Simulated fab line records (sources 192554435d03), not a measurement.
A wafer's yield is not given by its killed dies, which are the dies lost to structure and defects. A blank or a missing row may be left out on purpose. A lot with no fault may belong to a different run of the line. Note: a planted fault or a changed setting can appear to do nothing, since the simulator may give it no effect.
Problem report in the 8D (eight disciplines) form, filled by code | flow n5Finfet | the parts of the form that need people (team, actions taken, sign-off) are left out

== 1. THE PROBLEM ==
A mean of 683.2 W is read at N5_BEOL_M0_ETCH_128 for rfFwdPowerW, taken on 1 wafer of 1 lot, against 425.4 W (standard deviation 1.8) on wafers free of any fault. So: +99 or more standard deviations from the usual mean.
The step: etches SiCN in CF4/N2, target depth 12 nm, overetch 5.1 nm, time 21.4 s.
The first sign was on wafer L598.3 at day 8 05:43, on rieDiel-01. The record has a number at this step for 15 wafers belonging to 5 lots. The rule behind "out" and "out of limits": a value lying over 4 standard deviations away from the usual mean. All remaining wafers that have a number are taken as sound.

== 2. WHAT IT IS, WHAT IT ISN'T ==
question                    | is                  | is not
which readings at this step | rfFwdPowerW, rfVppV | drypumpMotorCurrentA, oesProductAu, showerheadPlenumPTorr, throttleValvePct
which lots                  | L598                | L595, L599, L605, L611
which wafers of those lots  | L598.3              | L598.1, L598.6
read on which tools         | rieDiel-01          | rieDiel-03
when                        | from day 8 05:43    | up to then (5 sound wafers); but 9 sound wafers of L599, L605, L611 came after

== 3. THE SUSPECTS, EACH WITH WHAT RULES IT OUT ==
Counting: a tool at a process step up to the reading stays a suspect if it ran every lot that is out. Sound lots after the first of them don't rule it out here, since some wafers of a struck lot are sound.
- rieDiel-01 at N5_BEOL_M0_CUTY_ETCH_62 (etches SiARC in CF4, time 58.5 s): kept. It ran the lot that is out, L598 (day 8 05:08).
- rieDiel-01 at N5_BEOL_M0_ETCH_138 (etches SiCN in CH3F/O2, target depth 12 nm, time 31.6 s): kept. It ran the lot that is out, L598 (day 8 05:18).
- rieMetal-01 at N5_BEOL_M0_HM_OPEN_105 (chemistry Cl2/BCl3, target TiN, target depth 12 nm): kept. It ran the lot that is out, L598 (day 8 05:24).
- rieDiel-01 at N5_BEOL_M0_STRIP_140 (strips in CF4): kept. It ran the lot that is out, L598 (day 8 05:34).
- rieDiel-01 at N5_BEOL_M0_STRIP_104 (strips in N2/H2): kept. It ran the lot that is out, L598 (day 8 05:35).
- rieDiel-01 at N5_BEOL_M0_ETCH_128 (etches SiCN in CF4/N2, target depth 12 nm, overetch 5.1 nm, time 21.4 s): kept. L598, the lot that is out, went through it at day 8 05:43; up to then, the latest sound lot through it was L595 at day 7 16:48. On those wafers its own readings are out: rfFwdPowerW, rfVppV.
- The sound lot-mates ran in chamber 2 of rieDiel-01 at N5_BEOL_M0_CUTY_ETCH_62, but the wafers that are out ran in chamber 0.
- The sound lot-mates ran in chamber 2 of rieDiel-01 at N5_BEOL_M0_ETCH_138, but the wafers that are out ran in chamber 0.
- At N5_BEOL_M0_STRIP_140, inside rieDiel-01: chamber 1 took the wafers that are out, while their sound lot-mates went through chambers 0, 2.
- At N5_BEOL_M0_STRIP_104, inside rieDiel-01: chamber 1 took the wafers that are out, while their sound lot-mates went through chambers 0, 2.
- At N5_BEOL_M0_ETCH_128, inside rieDiel-01: chamber 0 took the wafers that are out, while their sound lot-mates went through chambers 2, 3.
Left after counting: rieDiel-01 at N5_BEOL_M0_CUTY_ETCH_62, rieDiel-01 at N5_BEOL_M0_ETCH_138, rieMetal-01 at N5_BEOL_M0_HM_OPEN_105, rieDiel-01 at N5_BEOL_M0_STRIP_140, rieDiel-01 at N5_BEOL_M0_STRIP_104, rieDiel-01 at N5_BEOL_M0_ETCH_128.

== 4. THE CAUSE (what the simulator had put in) ==
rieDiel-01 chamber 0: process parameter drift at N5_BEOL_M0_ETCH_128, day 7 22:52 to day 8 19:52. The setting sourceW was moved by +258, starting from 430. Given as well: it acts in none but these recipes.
This tool is one of the 6 suspects left after counting.

== 5. THE EFFECT CHAIN, in route order ==
One row per reading whose mean, taken over the struck wafers that have a number, lies over 3 standard deviations from the usual. Only readings for which the record gives a usual standard deviation are gone through. hours: the time from each lot's start at the first step in this table that gives one to its start at this step, as a median over the lots. sigmas: the change in usual standard deviations.
hours | step                | reading     | usual   | on struck wafers | change | sigmas
0     | N5_BEOL_M0_ETCH_128 | rfFwdPowerW | 425.4 W | 683.2            | +257.8 | +99 or more
0     | N5_BEOL_M0_ETCH_128 | rfVppV      | 382.8 V | 325.8            | -57.0  | -23
The process steps in it:
- N5_BEOL_M0_ETCH_128: etches SiCN in CF4/N2, target depth 12 nm, overetch 5.1 nm, time 21.4 s.
Later measuring or inspecting steps at which every struck wafer that the step has a row for has a number for every such reading, and none has moved that far: N5_BEOL_M4_RC_MEAS_101.

== 6. WHAT WOULD HAVE CAUGHT IT SOONER ==
In this record no reading fell out of limits until day 8 05:43, 7 hours after the fault had begun at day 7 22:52.
